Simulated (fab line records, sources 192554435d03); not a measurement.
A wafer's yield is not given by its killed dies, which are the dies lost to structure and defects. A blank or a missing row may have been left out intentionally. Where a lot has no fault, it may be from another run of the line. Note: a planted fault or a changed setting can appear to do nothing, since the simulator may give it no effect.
Chamber matching	flow n5 finfet	N5_HKMG_FIN_ALD_75 on ald hk-02 has 4 sister chambers
The step deposits Al2O3, target thk 1 nm, co reactant pulse time 1 s. 8 wafers are shown with their chamber, then 12 later ones without.

WAFERS PAIRED WITH THEIR CHAMBERS
wafer	chamber	heater power w (W)	precursor pulse height rel
L082.2	3	161	1.015
L082.6	3	156	1.010
L088.1	2	135	1.001
L088.3	1	180	1.012
L088.4	0	131	1.002
L089.1	1	176	0.998
L089.3	2	132	0.998
L089.6	0	132	0.989

WAFERS WITHOUT THEIR CHAMBER
wafer	heater power w (W)	precursor pulse height rel
L090.1	133	1.021
L090.3	133	1.026
L090.5	129	1.010
L093.1	178	0.992
L093.2	157	1.026
L093.4	131	0.986
L094.2	183	0.966
L094.4	131	0.994
L094.6	183	0.993
L097.3	158	0.992
L097.4	179	0.987
L097.5	131	0.980

THE CHAMBER EACH PASSED THROUGH
wafer	from the rows above	in truth
L090.1	can't be placed: 2 or 0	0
L090.3	can't be placed: 2 or 0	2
L090.5	can't be placed: 0 or 2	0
L093.1	1	1
L093.2	3	3
L093.4	can't be placed: 0 or 2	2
L094.2	1	1
L094.4	can't be placed: 0 or 2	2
L094.6	1	1
L097.3	3	3
L097.4	1	1
L097.5	can't be placed: 0 or 2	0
Correctly placed: 6 of 12. Not placeable from these rows: 6 (in 6, the candidates include the true chamber). Placed wrongly: 0.
How it was worked out, from the rows above alone: a wafer's distance from a chamber is the root of the sum, over the readings, of the square of ((its reading less the chamber's mean) divided by the reading's scatter). The wafer belongs to the nearest chamber; if the next one is less than 2 further off, it can't be placed. The mean given for a chamber averages the wafers shown for that chamber. The scatter is the square root of a quotient: the sum, over the shown wafers, of each reading's squared deviation from its chamber's mean, divided by wafers minus chambers.
